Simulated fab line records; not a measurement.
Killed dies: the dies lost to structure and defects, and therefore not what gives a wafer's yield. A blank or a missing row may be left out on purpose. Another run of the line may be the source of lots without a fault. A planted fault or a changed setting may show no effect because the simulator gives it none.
Chamber matching | flow n5_finfet | rie_si-05 running N5_FIN_CUT_CUT_ETCH_28: 4 sister chambers
The step etches Si in HBr/Cl2/O2, target depth 6 nm, time 2.4 s. 4 wafers are shown with their chamber, then 12 later ones without.

WAFERS PAIRED WITH THEIR CHAMBERS
wafer  | chamber | drypump_motor_current_A (A)
L085.6 | 0       | 5.6
L089.5 | 3       | 6.1
L092.1 | 1       | 6.4
L092.6 | 2       | 4.9

WAFERS WITHOUT THEIR CHAMBER
wafer  | drypump_motor_current_A (A)
L094.1 | 6.1
L094.5 | 5.6
L094.6 | 6.4
L095.2 | 6.1
L095.3 | 5.6
L095.5 | 5.6
L096.1 | 5.0
L096.2 | 6.4
L096.5 | 6.4
L097.2 | 6.4
L097.3 | 6.1
L097.6 | 6.2

WHICH CHAMBER EACH WENT THROUGH
wafer  | from the rows above | in truth
L094.1 | 3                   | 3
L094.5 | 0                   | 0
L094.6 | 1                   | 1
L095.2 | 3                   | 3
L095.3 | 0                   | 0
L095.5 | 0                   | 0
L096.1 | 2                   | 2
L096.2 | 1                   | 1
L096.5 | 1                   | 1
L097.2 | 1                   | 1
L097.3 | 3                   | 3
L097.6 | 3                   | 3
Correct placement for 12 of the 12. Not placeable from these rows: 0. 0 placed wrongly.
How it was worked out, from the rows above alone: a wafer's distance from a chamber is the root of the sum, over the readings, of the square of ((its reading less the chamber's mean) divided by the reading's scatter). The wafer belongs to the nearest chamber; if the next one is less than 2 further off, it can't be placed. The mean given for a chamber averages the wafers shown for that chamber. The scatter (one wafer shown for each chamber): square how far every hidden wafer sits from the nearest shown wafer, average those squares and take the square root.
